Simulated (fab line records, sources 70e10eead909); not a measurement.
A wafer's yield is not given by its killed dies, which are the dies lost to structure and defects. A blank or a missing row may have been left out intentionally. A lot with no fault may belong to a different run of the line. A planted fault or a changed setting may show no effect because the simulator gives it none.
Matching of chambers + flow nand harc + 3 sister chambers for NHARC_A_STAIRCASE_DESCUM_443 on rie diel-05
The step chemistry O2, time 3 s. 3 wafers are shown with their chamber, then 7 later ones without.

== WAFERS, EACH WITH ITS CHAMBER ==
| wafer  | chamber | drypump motor current A (A) |
|--------|---------|-----------------------------|
| L084.6 | 1       | 5.8                         |
| L089.5 | 0       | 5.0                         |
| L090.1 | 3       | 5.2                         |

== WAFERS MISSING THEIR CHAMBER ==
| wafer  | drypump motor current A (A) |
|--------|-----------------------------|
| L090.6 | 5.2                         |
| L094.2 | 5.8                         |
| L094.4 | 5.1                         |
| L094.6 | 5.8                         |
| L096.1 | 5.2                         |
| L096.4 | 5.0                         |
| L096.5 | 5.8                         |

== EACH ONE'S CHAMBER ==
| wafer  | from the rows above     | in truth |
|--------|-------------------------|----------|
| L090.6 | 3                       | 3        |
| L094.2 | 1                       | 1        |
| L094.4 | can't be placed: 0 or 3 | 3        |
| L094.6 | 1                       | 1        |
| L096.1 | 3                       | 3        |
| L096.4 | 0                       | 0        |
| L096.5 | 1                       | 1        |
Correctly placed: 6 of 7. Cannot be placed on the basis of these rows: 1; the candidates contain the true chamber in 1. Placed wrongly: 0.
How it was worked out, from the rows above alone: a wafer's distance from a chamber is the root of the sum, over the readings, of the square of ((its reading less the chamber's mean) divided by the reading's scatter). If the next closest chamber is less than 2 further off than the closest, the wafer can't be placed; otherwise it belongs to the closest. For every chamber, the mean is computed from those of its wafers that are shown. The scatter (one wafer shown for each chamber): square how far every hidden wafer sits from the nearest shown wafer, average those squares and take the square root.
